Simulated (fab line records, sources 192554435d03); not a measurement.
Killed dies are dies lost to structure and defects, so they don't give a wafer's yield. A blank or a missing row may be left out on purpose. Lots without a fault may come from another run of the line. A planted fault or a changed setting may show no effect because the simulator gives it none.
A struck lot beside a sound one | flow n5_finfet | 15 steps out of a route of 1938
Sound: wafers L248.1, L248.2, L248.6. Struck: wafers L259.1, L259.4, L259.6. The cause comes at the end.
At each step with rows: each side's tool, then ch and its chambers, then its first start. Under that, the readings that differ: sound wafers | struck wafers | difference of the means | sigmas: that difference in standard deviations of wafers without a fault.
alike: readings whose means differ by less than 2 such deviations, and words and numbers that are the same on both sides. not compared: withheld readings, readings that some wafer has no value for, bounds like >300 that may hide the same value, and numbers for which the record gives no deviation and whose values overlap.
The two part at a step that has a row with sigmas, a row that says differs or no value, or rows on one side only. Numbers that don't overlap but have no deviation are shown without sigmas and don't part them. A reading that every wafer of one side lacks parts them only if that side has two wafers or more.

N5_BEOL_M12_CMP_49: polishes, stops on SiOC, t overpolish 20.6 s, target thk 320 nm.
  sound on cmp-01 ch 2,3, day 12 12:35; struck on cmp-03 ch 0,2,3, day 14 15:22
  alike: barrier_field_endpoint_s, motor_current_A, overpolish_run_s
  not compared: pad_life_wafers
N5_BEOL_M12_THK_MEAS_50: measures by xrf.
  sound on film_metro-01, day 12 12:52; struck on film_metro-02, day 14 15:35
  alike: M12_THK
then, 1 step without rows for these wafers: N5_BEOL_M12_PRE_CLEAN_52 (time 15 s).
N5_BEOL_M12_DEP_53: deposits SiCN from 3MS/NH3, target thk 30 nm, time 10.5 s.
  sound on pecvd-01 ch 0,2, day 12 12:56; struck on pecvd-03 ch 0,2, day 14 15:39
  alike: showerhead_plenum_p_Torr, throttle_valve_pct
N5_BEOL_M12_RS_MEAS_54: measures by four-point-probe.
  sound on film_metro-01, day 12 13:00; struck on film_metro-02, day 14 15:43
  alike: M12_RS
N5_BEOL_M12_INSPECT_55: inspects for defects (darkfield).
  sound on defect_inspect-02, day 12 13:01; struck on defect_inspect-01, day 14 15:44
  alike: raw_defect_count
N5_BEOL_M13_ILD_DEP_00: deposits SiOC from DEMS/O2, target thk 837.92 nm, time 166.4 s.
  sound on pecvd-03 ch 0,1,2, day 12 13:04; struck on pecvd-03 ch 0,1, day 14 15:47
  alike: heater_power_w, showerhead_plenum_p_Torr, susceptor_temp_C, throttle_valve_pct
N5_BEOL_M13_THK_MEAS_01:
  sound on film_metro-02, day 12 13:13; struck on film_metro-02, day 14 15:56
  alike: M13_ILD_THK
then, 4 steps without rows for these wafers: N5_BEOL_M13_COAT_58 (time 60 s, resist thk 89 nm); N5_BEOL_M13_COAT_04 (resist thk 400 nm); N5_BEOL_M13_EBR_06; N5_BEOL_M13_SOFTBAKE_05 (time 60 s).
N5_BEOL_M13_EXPOSE_07: exposes mask V12.
  sound on krf_scanner-01 ch 0, day 12 13:29; struck on krf_scanner-01 ch 0, day 14 16:04
  reading              | sound                | struck               | difference | sigmas
  exposure_dose_mJ_cm2 | 24.820 24.789 24.799 | 25.135 25.130 25.145 | +0.334     | +13
  alike: mask
then, 2 steps without rows for these wafers: N5_BEOL_M13_PEB_08 (peb time 90 s); N5_PASSIVATION_PROBE_49.

WHERE THEY PART
Only at N5_BEOL_M13_EXPOSE_07, within this record.

WHY: what the simulator had put in
Process parameter drift: krf_scanner-01, from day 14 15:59 on, at N5_BEOL_M13_EXPOSE_07. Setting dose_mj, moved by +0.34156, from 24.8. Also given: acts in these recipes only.
